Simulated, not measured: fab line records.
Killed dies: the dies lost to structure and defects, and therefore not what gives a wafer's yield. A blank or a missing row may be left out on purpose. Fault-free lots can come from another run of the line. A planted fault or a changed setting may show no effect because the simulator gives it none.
One fault seen from 2 desks || flow nand_harc || numbers are kept per desk, each desk with only its own; the story behind them comes last

== DESK OF THE TOOL OWNER: krf_scanner-03 ==
The tool's own readings at NHARC_P_ZERO_WELL_EXPOSE_21 (exposes mask P NWELL, target cd 720 nm): means of the sampled wafers that have a number, for each lot that ran on this tool. A lot is out of limits, marked OUT, if its mean lies more than 4 standard deviations from the usual mean; the brackets give that distance.
Columns: A = exposure_dose_mJ_cm2 at NHARC_P_ZERO_WELL_EXPOSE_21, usual 22.313
{"lot": "L256", "first seen here": "day 1 20:27", "A": 22.318}
{"lot": "L257", "first seen here": "day 2 02:11", "A": 22.309}
{"lot": "L259", "first seen here": "day 2 14:26", "A": "28.660 (+99 or more) OUT"}
{"lot": "L267", "first seen here": "day 4 14:26", "A": "28.661 (+99 or more) OUT"}
This desk finds L259, L267 out of limits, L259 being first, at day 2 14:26 (exposure_dose_mJ_cm2 at NHARC_P_ZERO_WELL_EXPOSE_21). L256, L257 stayed within limits.

== METROLOGY DESK ==
Lot by lot, what the gauges showed, no matter which tool ran the lot: averages of those sampled wafers that carry a number. A lot is out of limits, marked OUT, if its mean lies more than 4 standard deviations from the usual mean; the brackets give that distance.
Columns: A = cd_nm at NHARC_P_ZERO_WELL_CD_MEAS_11, usual 499.9 nm; B = cd_nm at NHARC_P_ZERO_WELL_CD_MEAS_24, usual 719.4 nm
{"lot": "L255", "first seen here": "day 1 13:20", "A": 497.6, "B": 718.9}
{"lot": "L256", "first seen here": "day 1 19:16", "A": 500.9, "B": 721.3}
{"lot": "L257", "first seen here": "day 2 01:07", "A": 501.4, "B": 721.3}
{"lot": "L258", "first seen here": "day 2 07:15", "A": 501.8, "B": 719.9}
{"lot": "L259", "first seen here": "day 2 13:14", "A": 500.6, "B": "762.3 (+29) OUT"}
{"lot": "L267", "first seen here": "day 4 13:14", "A": 500.0, "B": "763.8 (+30) OUT"}
{"lot": "L268", "first seen here": "day 4 19:14", "A": 500.8, "B": 718.7}
{"lot": "L271", "first seen here": "day 5 13:07", "A": 497.3, "B": 720.0}
{"lot": "L274", "first seen here": "day 6 07:14", "A": 497.5, "B": 721.6}
{"lot": "L275", "first seen here": "day 6 13:22", "A": 499.3, "B": 719.9}
{"lot": "L276", "first seen here": "day 6 19:25", "A": 500.4, "B": 718.2}
{"lot": "L277", "first seen here": "day 7 01:16", "A": 500.1, "B": 717.7}
This desk finds L259, L267 out of limits, L259 being first, at day 2 14:35 (cd_nm at NHARC_P_ZERO_WELL_CD_MEAS_24). L255, L256, L257, L258, L268, L271, L274, L275, L276, L277 stayed within limits.

== ALL TOGETHER ==
The tool owner's desk had the chance to raise an alarm at day 2 14:26 on L259, L267.
On L259, L267, the metrology desk was in a position to raise an alarm at day 2 14:35.
The lots listed all ran NHARC_P_ZERO_WELL_EXPOSE_21 on krf_scanner-03.

== WHAT THE SIMULATOR HAD PUT IN ==
Drift in process parameters on krf_scanner-03 at NHARC_P_ZERO_WELL_EXPOSE_21, starting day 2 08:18. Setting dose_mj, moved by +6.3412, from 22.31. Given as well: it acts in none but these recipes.
Lots struck among those shown: L259, L267.
Time in hours from fault onset to the first out-of-limits reading at each desk: tool owner's desk 6, metrology desk 6.
